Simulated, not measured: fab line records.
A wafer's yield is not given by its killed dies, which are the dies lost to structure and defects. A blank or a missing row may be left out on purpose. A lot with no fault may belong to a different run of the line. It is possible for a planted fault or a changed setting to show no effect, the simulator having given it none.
Which of the tools did it? -- flow nand harc -- 18 wafers sampled from 6 lots at 1 step of a route of 1302

## WHAT THE GAUGES READ, wafer by wafer
NHARC_A_CHANNEL_HOLE_D2_CD_MEAS_31.
lot,measured,on,cd nm (nm)
L993,day 14 16:05,cd sem-03,89.4 89.6 90.8
L101,day 18 17:24,cd sem-02,91.3 90.6 91.0
L103,day 19 05:58,cd sem-03,91.0 89.5 91.4
L106,day 20 13:19,cd sem-02,89.7 90.0 89.5
L111,day 22 15:34,cd sem-01,89.6 90.2 90.2
L112,day 23 09:33,cd sem-01,90.6 90.5 89.8

## EACH LOT AND THE TOOL THAT RAN IT (in order: tool; ch and the chambers of the sampled wafers; start)
Record: no process step prior to these readings.

## THE ANSWER, worked out from the rows above alone
Rule: the usual values come from the lots themselves. Put in order of their means at a reading, lots are off if they are a third of the lots or fewer, leave a main group of 4 or more, and stand apart from it by a gap of 3 or more times the standard deviation of the main group's means; of several such gaps the widest counts. The tables above print the reading to a certain number of digits; a main group whose means all agree to those digits is not used. A lot without any number at a reading at which 4 lots or more have one is off too. Any other lot the step has rows for is counted as sound.
Across all readings shown, no lot is off: no conclusion can be drawn from this.

## WHAT THE SIMULATOR PUT IN
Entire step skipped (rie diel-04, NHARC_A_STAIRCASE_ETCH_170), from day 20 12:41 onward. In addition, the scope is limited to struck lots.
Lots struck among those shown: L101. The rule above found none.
